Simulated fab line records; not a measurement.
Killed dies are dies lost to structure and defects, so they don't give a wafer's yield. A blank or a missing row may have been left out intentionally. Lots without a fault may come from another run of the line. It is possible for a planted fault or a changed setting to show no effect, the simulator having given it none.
fab line records ; flow n5Finfet
[record] lots = 10; wafers = 28; lastDay = 19
route steps=1938 shown BEOL_M4@1111 BEOL_M9@1455 BEOL_M10@1471 PASSIVATION@1936
lots that met no fault: taken from a fault-free run of the same line
startH: hours from the record's opening day to when the first of the lot's shown wafers began ; waitH: hours from the lot's prior step to this one ; " repeats the value in the row above ; L1.1+2: one row covering several wafers at once ; - value missing, or start not given ; * or withheld: withheld ; < > ~ a bound
route shown NAME@n: a module of which the file shows steps, and the number in the route of the first ; usual: mean/standard deviation taken from wafers without a fault ; same: alike in all rows ; chamber/n: place in a boat ; sites: per-site readings ; _std_site: standard deviation across them ; _edge_site: inner sites' mean taken away from outer sites' mean ; radiusMm: for every site, how far away it sits from the centre of the wafer ; mask NAME#n: copy n ; behind: the last tool/chamber to shape the wafer ; hold: the reason the lot was held/the length of the hold in hours/how it ended ; device: transistor that didn't switch, given as n, p or np ; end of line: the tests these same wafers got at the end of their route ; for a step that has no rows: nothing shown but its recipe ; killed: dies that structure and defects cost at the first sort, which is not the same as the wafer's yield ; map: a wafer's dies, marking killed ones x, the rest . and places with no die _
set.NAME: the setting that was run; set.NAME@STEP: the one run at that earlier step ; model.NAME: the simulator's own value behind a step, which no gauge read
the route's steps for a sample of lots (tables are steps, rows are wafers)
services: from which hour (startH, from the record's first day; less than 0 if before it) a tool's chamber was out of use, for how many hours, and why
[[steps]]
[step N5_BEOL_M4_RC_MEAS_101]
[usual] DIBL_N = 36.6/2.1; DIBL_P = 36.5/2.7; IOFF_N = 0.17/0.043; IOFF_P = 0.22/0.045; ION_N = 674/17; ION_P = 461/9.9; SS_N = 71.7/0.79; SS_P = 73.4/0.79; VT_N = 249/4; VT_P = -250/3.3
lot.wafer;tool;chamber;startH;waitH;DIBL_N[mV/V];DIBL_P[mV/V];IOFF_N[nA/um];IOFF_P[nA/um];ION_N[uA/um];ION_P[uA/um];SS_N[mV/dec];SS_P[mV/dec];VT_N[mV];VT_P[mV]
L667.2;prober-02;0;200.10;0.2;34.9;34.8;0.16;0.26;695;487;71.3;72.6;249;-244
L667.3;prober-02;0;200.10;0.2;35.6;34.2;0.17;0.25;653;460;71.6;73.1;250;-245
L667.4;prober-02;0;200.10;0.2;36.0;34.3;0.17;0.25;679;465;71.9;73.2;248;-246
L670.1;prober-02;0;208.94;0.0;39.1;38.8;0.20;0.23;668;454;72.6;73.9;249;-251
L670.2;prober-02;0;208.94;0.0;41.6;42.6;0.28;0.30;695;467;72.6;74.9;243;-248
L670.6;prober-02;0;208.94;0.0;41.1;42.1;0.23;0.28;702;472;72.1;74.9;247;-249
L671.2;prober-01;0;209.24;0.2;35.3;37.4;0.13;0.21;659;456;71.8;73.9;252;-251
L671.3;prober-01;0;209.24;0.2;32.8;33.5;0.10;0.16;664;462;70.7;72.6;256;-254
L671.5;prober-01;0;209.24;0.2;32.1;33.0;0.10;0.15;662;459;71.0;72.1;257;-254
L673.1;prober-02;0;218.22;0.0;35.5;36.0;0.15;0.23;673;467;71.9;73.6;248;-246
L673.2;prober-02;0;218.22;0.0;37.8;38.4;0.19;0.27;682;478;72.0;74.2;249;-246
L676.4;prober-01;0;250.24;0.5;34.9;33.3;0.14;0.17;683;465;71.6;72.3;252;-248
L676.5;prober-01;0;250.24;0.5;35.6;34.0;0.16;0.19;686;470;71.4;72.0;248;-248
L676.6;prober-01;0;250.24;0.5;36.1;35.9;0.15;0.21;680;467;71.4;73.3;251;-246
L680.1;prober-02;0;274.00;0.0;37.2;38.4;0.15;0.22;660;455;72.0;73.3;252;-249
L680.4;prober-02;0;274.00;0.0;39.3;40.1;0.21;0.26;677;462;72.3;73.8;245;-247
L680.6;prober-02;0;274.00;0.0;35.4;35.7;0.14;0.18;668;460;71.1;72.7;248;-250
L681.1;prober-02;0;275.77;0.0;37.5;37.3;0.21;0.22;678;460;71.7;73.9;244;-250
L681.3;prober-02;0;275.77;0.0;37.2;36.4;0.17;0.21;670;450;72.4;72.9;249;-252
L681.4;prober-02;0;275.77;0.0;36.2;36.1;0.18;0.20;699;469;71.6;73.4;246;-250
L684.2;prober-02;0;284.37;0.2;35.6;35.6;0.15;0.19;665;447;71.4;73.5;252;-254
L684.5;prober-02;0;284.37;0.2;35.8;36.1;0.16;0.19;681;456;71.3;73.6;250;-254
L684.6;prober-02;0;284.37;0.2;37.1;37.1;0.19;0.22;673;449;72.3;73.9;246;-253
L687.1;prober-02;0;320.30;0.0;38.0;35.3;0.19;0.20;693;467;72.9;73.4;246;-252
L687.2;prober-02;0;320.30;0.0;37.7;35.8;0.16;0.20;654;445;71.8;73.4;251;-252
L687.5;prober-02;0;320.30;0.0;35.5;33.8;0.14;0.17;680;472;71.3;73.6;251;-252
L686.4;prober-02;0;340.96;0.5;34.8;32.7;0.12;0.14;672;456;70.9;72.0;254;-254
L686.5;prober-02;0;340.96;0.5;33.9;32.3;0.10;0.14;645;446;70.4;72.4;257;-256
[step N5_BEOL_M9_CURE_72]
[recipe] tempC = 370; timeS = 120; ambient = DMADMS/He; material = SiCOH_lowk
[usual] lampPowerPct = 52.32/0.057; wafer_temp_C_max = 371.9/0.51
lot.wafer;tool;chamber;startH;waitH;lampPowerPct;wafer_temp_C_max
L667.2;uvCure-02;1;244.11;0.2;52.28;371.5
L667.3;uvCure-02;1;244.11;0.2;52.34;371.4
L667.4;uvCure-02;1;244.11;0.2;52.36;371.4
L671.2;uvCure-02;1;249.45;0.3;52.32;372.2
L671.3;uvCure-02;1;249.45;0.3;52.40;371.4
L671.5;uvCure-02;1;249.45;0.3;52.38;371.8
L670.1;uvCure-02;2;256.64;0.1;52.27;372.5
L670.2;uvCure-02;2;256.64;0.1;52.38;372.4
L670.6;uvCure-02;2;256.64;0.1;52.30;371.7
L673.1;uvCure-03;0;258.99;0.0;52.30;372.1
L673.2;uvCure-03;0;258.99;0.0;52.39;371.7
L676.4;uvCure-03;1;295.19;0.2;52.36;371.5
L676.5;uvCure-03;1;295.19;0.2;52.41;371.9
L676.6;uvCure-03;1;295.19;0.2;52.38;371.8
L680.1;uvCure-03;1;325.44;0.0;52.32;372.1
L680.4;uvCure-03;1;325.44;0.0;52.27;371.2
L680.6;uvCure-03;1;325.44;0.0;52.33;371.0
L681.1;uvCure-02;2;325.60;0.0;52.37;372.7
L681.3;uvCure-02;2;325.60;0.0;52.42;371.7
L681.4;uvCure-02;2;325.60;0.0;52.29;372.8
L684.2;uvCure-03;2;325.96;0.1;52.25;371.7
L684.5;uvCure-03;2;325.96;0.1;52.35;372.3
L684.6;uvCure-03;2;325.96;0.1;52.27;372.6
L687.1;uvCure-02;2;364.04;0.0;52.22;372.3
L687.2;uvCure-02;2;364.04;0.0;52.33;372.6
L687.5;uvCure-02;2;364.04;0.0;52.39;371.8
L686.4;uvCure-02;0;383.63;0.2;52.33;371.7
L686.5;uvCure-02;0;383.63;0.2;52.23;371.8
[step N5_BEOL_M9_DEGAS_44]
[recipe] ambient = vacuum; tempC = 250; timeS = 60
[usual] heaterPowerW = 342/48
lot.wafer;tool;chamber;startH;waitH;heaterPowerW
L667.2;pvdSputter-02;-;244.56;0.4;307
L667.3;pvdSputter-02;-;244.56;0.4;393
L667.4;pvdSputter-02;-;244.56;0.4;362
L671.2;pvdSputter-03;-;249.78;0.3;315
L671.3;pvdSputter-03;-;249.78;0.3;361
L671.5;pvdSputter-03;-;249.78;0.3;312
L670.1;pvdSputter-01;-;256.98;0.3;300
L670.2;pvdSputter-01;-;256.98;0.3;347
L670.6;pvdSputter-01;-;256.98;0.3;299
L673.1;pvdSputter-01;-;259.60;0.6;348
L673.2;pvdSputter-01;-;259.60;0.6;307
L676.4;pvdSputter-02;-;295.60;0.4;407
L676.5;pvdSputter-02;-;295.60;0.4;362
L676.6;pvdSputter-02;-;295.60;0.4;306
L680.1;pvdSputter-02;-;325.96;0.5;275
L680.4;pvdSputter-02;-;325.96;0.5;348
L680.6;pvdSputter-02;-;325.96;0.5;393
L681.1;pvdSputter-02;-;326.04;0.4;286
L681.3;pvdSputter-02;-;326.04;0.4;402
L681.4;pvdSputter-02;-;326.04;0.4;315
L684.2;pvdSputter-01;-;326.66;0.6;445
L684.5;pvdSputter-01;-;326.66;0.6;348
L684.6;pvdSputter-01;-;326.66;0.6;459
L687.1;pvdSputter-02;-;364.41;0.3;350
L687.2;pvdSputter-02;-;364.41;0.3;401
L687.5;pvdSputter-02;-;364.41;0.3;281
L686.4;pvdSputter-03;-;384.02;0.3;303
L686.5;pvdSputter-03;-;384.02;0.3;310
[step N5_BEOL_M9_SPUTTER_48]
[recipe] material = Cu; targetThkA = 120; tempC = -20; biasV = 60; powerW = 26000; chamberPressurePa = 0.13; timeS = 2
[usual] biasV = 60.1/0.56; cathodeDcPowerW = 26000/4.6; chuckSensorTempC = -16.1/0.39; throttleValvePct = 30.0/0.81
lot.wafer;tool;chamber;startH;waitH;biasV;cathodeDcPowerW;chuckSensorTempC;throttleValvePct
L667.2;pvdSputter-01;-;245.53;0.1;59.9;25996;-16.0;29.6
L667.3;pvdSputter-01;-;245.53;0.1;59.9;26001;-16.1;28.4
L667.4;pvdSputter-01;-;245.53;0.1;61.1;26003;-15.9;30.3
L671.2;pvdSputter-01;-;252.47;1.5;59.7;26002;-15.8;30.5
L671.3;pvdSputter-01;-;252.47;1.5;60.1;26003;-16.1;28.4
L671.5;pvdSputter-01;-;252.47;1.5;60.5;26003;-16.2;28.4
L670.1;pvdSputter-02;-;258.89;0.8;60.5;26001;-15.7;29.8
L670.2;pvdSputter-02;-;258.89;0.8;59.6;26006;-15.8;30.8
L670.6;pvdSputter-02;-;258.89;0.8;59.3;26000;-16.0;29.8
L673.1;pvdSputter-02;-;260.31;0.2;60.0;26006;-15.8;30.8
L673.2;pvdSputter-02;-;260.31;0.2;59.5;25997;-16.7;29.3
L676.4;pvdSputter-02;-;296.36;0.1;59.9;26000;-15.7;29.7
L676.5;pvdSputter-02;-;296.36;0.1;59.7;26000;-16.0;29.8
L676.6;pvdSputter-02;-;296.36;0.1;60.1;26008;-15.8;30.8
L680.1;pvdSputter-01;-;326.74;0.2;-;-;-;-
L680.4;pvdSputter-01;-;326.74;0.2;-;-;-;-
L680.6;pvdSputter-01;-;326.74;0.2;-;-;-;-
L681.1;pvdSputter-01;-;326.82;0.1;-;-;-;-
L681.3;pvdSputter-01;-;326.82;0.1;-;-;-;-
L681.4;pvdSputter-01;-;326.82;0.1;-;-;-;-
L684.2;pvdSputter-01;-;327.50;0.2;-;-;-;-
L684.5;pvdSputter-01;-;327.50;0.2;-;-;-;-
L684.6;pvdSputter-01;-;327.50;0.2;-;-;-;-
L687.1;pvdSputter-02;-;365.45;0.4;60.1;26001;-15.9;29.9
L687.2;pvdSputter-02;-;365.45;0.4;60.4;25995;-15.9;30.8
L687.5;pvdSputter-02;-;365.45;0.4;60.0;25996;-15.8;29.8
L686.4;pvdSputter-01;-;385.94;0.8;60.6;26000;-16.0;29.5
L686.5;pvdSputter-01;-;385.94;0.8;60.4;26002;-15.7;30.2
[step N5_BEOL_M9_CMP_52]
[recipe] stopOn = SiCOH_lowk; tOverpolishS = 7; downForcePsi = 1; platenRpm = 50; clearingPlatenDownForcePsi = 1.5; clearingPlatenRpm = 50; postCmpClean = cuAlkaline; targetThkNm = 140; clearingPlatenPadVelocityMS = 0.99484; padVelocityMS = 0.99484
[usual] headPressurePsi = 0.9997/0.0023; motorCurrentA = 6.1/0.62; timeToEndpointS = 65/3.4
lot.wafer;tool;chamber;startH;waitH;headPressurePsi;motorCurrentA;timeToEndpointS
L667.3;cmp-03;0;246.21;0.3;0.9994;5.5;63
L667.4;cmp-03;1;246.21;0.3;1.0005;7.2;63
L667.2;cmp-03;3;246.21;0.3;0.9982;5.5;60
L671.2;cmp-02;1;253.09;0.2;1.0046;7.0;66
L671.3;cmp-02;3;253.09;0.2;1.0040;5.3;68
L671.5;cmp-02;0;253.09;0.2;0.9978;6.2;57
L670.1;cmp-04;0;259.57;0.3;1.0057;6.2;64
L670.2;cmp-04;3;259.57;0.3;0.9999;6.5;60
L670.6;cmp-04;0;259.57;0.3;1.0006;5.8;62
L673.2;cmp-02;1;260.91;0.3;1.0005;6.7;68
L673.1;cmp-02;2;260.91;0.3;1.0038;6.7;66
L676.4;cmp-02;0;297.41;0.3;0.9994;5.9;61
L676.6;cmp-02;2;297.41;0.3;0.9942;6.6;69
L676.5;cmp-02;3;297.41;0.3;1.0017;5.6;70
L681.3;cmp-04;1;327.49;0.3;0.9993;6.2;0
L681.4;cmp-04;2;327.49;0.3;1.0009;5.6;0
L681.1;cmp-04;3;327.49;0.3;0.9981;6.4;0
L680.1;cmp-03;1;327.56;0.5;1.0008;7.5;0
L680.4;cmp-03;2;327.56;0.5;0.9978;6.5;2
L680.6;cmp-03;3;327.56;0.5;0.9967;5.7;0
L684.2;cmp-03;3;328.35;0.4;1.0017;5.4;0
L684.5;cmp-03;3;328.35;0.4;1.0003;5.7;0
L684.6;cmp-03;0;328.35;0.4;1.0010;5.3;0
L687.2;cmp-03;2;365.98;0.2;1.0026;6.1;64
L687.1;cmp-03;1;365.98;0.2;1.0001;7.3;59
L687.5;cmp-03;2;365.98;0.2;1.0007;6.4;66
L686.4;cmp-04;3;386.58;0.2;1.0009;6.3;66
L686.5;cmp-04;1;386.58;0.2;1.0046;5.8;70
[step N5_BEOL_M10_CURE_71]
[recipe] tempC = 385; timeS = 240; ambient = He/Ar; material = SiCOH_lowk
[usual] lampPowerPct = 52.31/0.05; wafer_temp_C_max = 387.2/0.71
lot.wafer;tool;chamber;startH;waitH;lampPowerPct;wafer_temp_C_max
L667.2;uvCure-02;1;246.94;0.2;52.32;386.6
L667.3;uvCure-02;1;246.94;0.2;52.36;387.2
L667.4;uvCure-02;1;246.94;0.2;52.23;387.0
L671.2;uvCure-03;2;253.78;0.2;52.34;387.5
L671.3;uvCure-03;2;253.78;0.2;52.25;387.2
L671.5;uvCure-03;2;253.78;0.2;52.27;387.9
L670.1;uvCure-01;0;260.14;0.0;52.42;387.5
L670.2;uvCure-01;0;260.14;0.0;52.30;388.1
L670.6;uvCure-01;0;260.14;0.0;52.29;387.8
L673.1;uvCure-02;0;261.41;0.0;52.31;386.5
L673.2;uvCure-02;0;261.41;0.0;52.30;386.5
L676.4;uvCure-03;0;298.18;0.3;52.33;387.0
L676.5;uvCure-03;0;298.18;0.3;52.34;386.8
L676.6;uvCure-03;0;298.18;0.3;52.27;386.5
L687.1;uvCure-02;0;366.55;0.0;52.39;386.0
L687.2;uvCure-02;0;366.55;0.0;52.30;386.3
L687.5;uvCure-02;0;366.55;0.0;52.32;386.5
L686.4;uvCure-03;2;387.35;0.3;52.28;387.1
L686.5;uvCure-03;2;387.35;0.3;52.35;387.5
[step N5_PASSIVATION_PROBE_49]
[usual] defectLimitedYield = 91.5/1.7; killed_at_M0_to_M3 = 33/11; killed_at_M4_up = 13/5.2; killedAtContacts = 11/5.7; killedAtFrontEnd = 39/11; killedAtOther = 4/3; killedDies = 101/20; killedOnRim = 13/4.1; killedOpen = 66/15; killedShort = 33/8.4; sort_bin_4_leakage = 0.01/0.073; sort_bin_5_function = 5.0/1.1; sort_bin_6_memory = 3.2/0.69; sort_bin_8_speed = 0.1/0.52; sortNPass = 1078/20; sortYieldPct = 91.4/1.7
[same] grossDies = 1180; killedAtBackSide = 0
lot.wafer;tool;chamber;startH;waitH;defectLimitedYield[%];killed_at_M0_to_M3;killed_at_M4_up;killedAtContacts;killedAtFrontEnd;killedAtOther;killedDies;killedOnRim;killedOpen;killedShort;sort_bin_4_leakage[%];sort_bin_5_function[%];sort_bin_6_memory[%];sort_bin_8_speed[%];sortNPass;sortYieldPct[%]
L681.1;prober-02;-;382.02;0.0;0;38;1086;2;52;2;1180;152;62;46;0;96.0;3.5;0;0;0
L681.3;prober-02;-;382.12;0.1;0;27;1094;9;43;7;1180;152;56;44;0;96.4;3.1;0;0;0
L681.4;prober-02;-;382.17;0.2;0;42;1094;4;38;2;1180;152;63;36;0;96.8;3.1;0;0;0
L680.1;prober-02;-;385.93;0.0;0;21;1110;8;39;2;1180;152;52;28;0;97.8;1.8;0;0;0
L680.4;prober-02;-;386.08;0.2;0;26;1106;11;33;4;1180;152;58;30;0;96.9;3.0;0;0;0
L680.6;prober-02;-;386.18;0.3;0;30;1094;3;50;3;1180;152;69;30;0;95.9;3.7;0;0;0
L684.2;prober-01;-;386.72;0.1;0;25;1097;8;45;5;1180;152;69;29;0;95.8;4.0;0;0;0
L684.5;prober-01;-;386.87;0.2;0;33;1098;11;31;7;1180;152;51;36;0;96.7;2.9;0;0;0
L684.6;prober-01;-;386.92;0.3;0;36;1093;20;26;5;1180;152;64;28;0;96.4;3.3;0;0;0
// killed by level:class
L681.1 BEOL_M9:areaSputter=547 BEOL_M9:areaEcd=525 BEOL_M0_SAQP:geometricParticle:short=17 BEOL_M0_SAQP:geometricParticle:open=12 FIN_SAQP:geometricParticle:open=9 GATE_CUT:geometricParticle:short=9 FIN_SAQP:geometricParticle:short=8 GATE_CUT:geometricParticle:open=8
L681.3 BEOL_M9:areaEcd=563 BEOL_M9:areaSputter=517 FIN_SAQP:geometricParticle:open=12 FIN_SAQP:geometricParticle:short=11 GATE_CUT:geometricParticle:short=9 MOL_CONTACT_COAG:geometricParticle:open=8 BEOL_M2:geometricParticle:open=7 BEOL_M0_SAQP:geometricParticle:short=7
L681.4 BEOL_M9:areaEcd=565 BEOL_M9:areaSputter=516 GATE_CUT:geometricParticle:short=10 BEOL_M0_SAQP:geometricParticle:open=9 BEOL_M1:geometricParticle:open=9 FIN_SAQP:geometricParticle:open=8 BEOL_M0_SAQP:geometricParticle:short=8 BEOL_M2:geometricParticle:open=8
L680.1 BEOL_M9:areaEcd=572 BEOL_M9:areaSputter=528 FIN_SAQP:geometricParticle:short=11 FIN_SAQP:geometricParticle:open=9 STI_FIN_REVEAL:geometricParticle:open=8 MOL_CONTACT_COAG:geometricParticle:open=7 BEOL_M1:geometricParticle:open=6 BEOL_M0_SAQP:geometricParticle:short=6
L680.4 BEOL_M9:areaSputter=557 BEOL_M9:areaEcd=535 STI_FIN_REVEAL:geometricParticle:open=9 MOL_CONTACT_COAG:geometricParticle:open=8 FIN_SAQP:geometricParticle:open=7 FIN_SAQP:geometricParticle:short=6 BEOL_M3:geometricParticle:open=6 BEOL_M2:geometricParticle:open=5
L680.6 BEOL_M9:areaEcd=552 BEOL_M9:areaSputter=529 FIN_SAQP:geometricParticle:open=14 FIN_SAQP:geometricParticle:short=9 DUMMY_GATE:geometricParticle:open=9 BEOL_M2:geometricParticle:open=8 STI_FIN_REVEAL:geometricParticle:open=7 BEOL_M0_SAQP:geometricParticle:open=5
L684.2 BEOL_M9:areaSputter=554 BEOL_M9:areaEcd=527 BEOL_M3:geometricParticle:open=9 STI_FIN_REVEAL:geometricParticle:open=8 GATE_CUT:geometricParticle:short=8 FIN_SAQP:geometricParticle:open=7 MOL_CONTACT_COAG:geometricParticle:open=7 GATE_CUT:geometricParticle:open=6
L684.5 BEOL_M9:areaEcd=564 BEOL_M9:areaSputter=527 BEOL_M0_SAQP:geometricParticle:short=9 BEOL_M3:geometricParticle:open=9 FIN_SAQP:geometricParticle:open=8 GATE_CUT:geometricParticle:short=8 MOL_CONTACT_COAG:geometricParticle:open=7 FIN_SAQP:geometricParticle:short=5
L684.6 BEOL_M9:areaSputter=554 BEOL_M9:areaEcd=533 MOL_CONTACT_COAG:geometricParticle:open=16 BEOL_M3:geometricParticle:open=12 BEOL_M3:geometricParticle:short=7 BEOL_M2:geometricParticle:open=6 BEOL_M0_SAQP:geometricParticle:open=6 FIN_SAQP:geometricParticle:open=5
[[services]]
tool;chamber;startH;hours;kind
cmp-04;-;227.49;4.0;pm
cmp-04;-;231.49;-;consumableReplace:conditioner
cmp-04;-;231.49;-;consumableReplace:pad
cmp-03;-;237.91;4.0;pm
cmp-03;-;241.91;-;consumableReplace:conditioner
cmp-03;-;241.91;-;consumableReplace:pad
uvCure-03;-;246.66;0.9;repair
uvCure-02;-;252.05;1.0;pm
cmp-02;-;258.41;2.0;repair
cmp-03;-;261.62;0.7;repair
cmp-02;-;262.26;0.8;repair
uvCure-02;-;263.66;7.5;pm
cmp-03;-;272.80;6.5;pm
cmp-04;-;276.78;0.6;repair
uvCure-01;-;283.32;4.6;repair
uvCure-03;-;284.76;1.0;pm
cmp-03;-;286.88;18.2;pm
cmp-04;-;296.31;1.8;repair
cmp-02;-;325.52;3.7;pm
cmp-04;-;341.81;5.5;pm
pvdSputter-01;-;354.49;2.5;repair
uvCure-03;-;369.84;4.3;pm
cmp-04;-;383.28;0.5;repair
[[key]]
[firstSign] step = N5_BEOL_M9_SPUTTER_48; reading = toolRecord; direction = missing
[effect] step = N5_BEOL_M9_CMP_52; reading = timeToEndpointS; direction = down; sigmas = 19; usual = *; struck = *
[effect] step = N5_PASSIVATION_PROBE_49; reading = killed_at_M4_up; direction = up; sigmas = 99+; usual = 13; struck = 1097
[moreKillsBornAt] N5_BEOL_M9_SPUTTER_48@pvdSputter-01 = 4829; N5_BEOL_M9_ECD_50@ecdCu-02 = 3281; N5_BEOL_M9_ECD_50@ecdCu-01 = 1653
metAt N5_BEOL_M9_SPUTTER_48
struckLots L680,L681,L684
laterRowsLeftOut L680.1,L680.4,L680.6,L681.1,L681.3,L681.4,L684.2,L684.5,L684.6
notActingAt N5_BEOL_M9_CURE_72,N5_BEOL_M9_DEGAS_44,N5_BEOL_M10_CURE_71
onsetBetween 252.47 326.74
[fault] kind = skippedStepWhole; tool = pvdSputter-01; chamber = -; onsetH = 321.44; steps = N5_BEOL_M9_SPUTTER_48; scope = struckLotsOnly
// laterRowsLeftOut: the simulator's readings of these wafers behind a module that went badly wrong aren't trusted and aren't shown, but for the sort
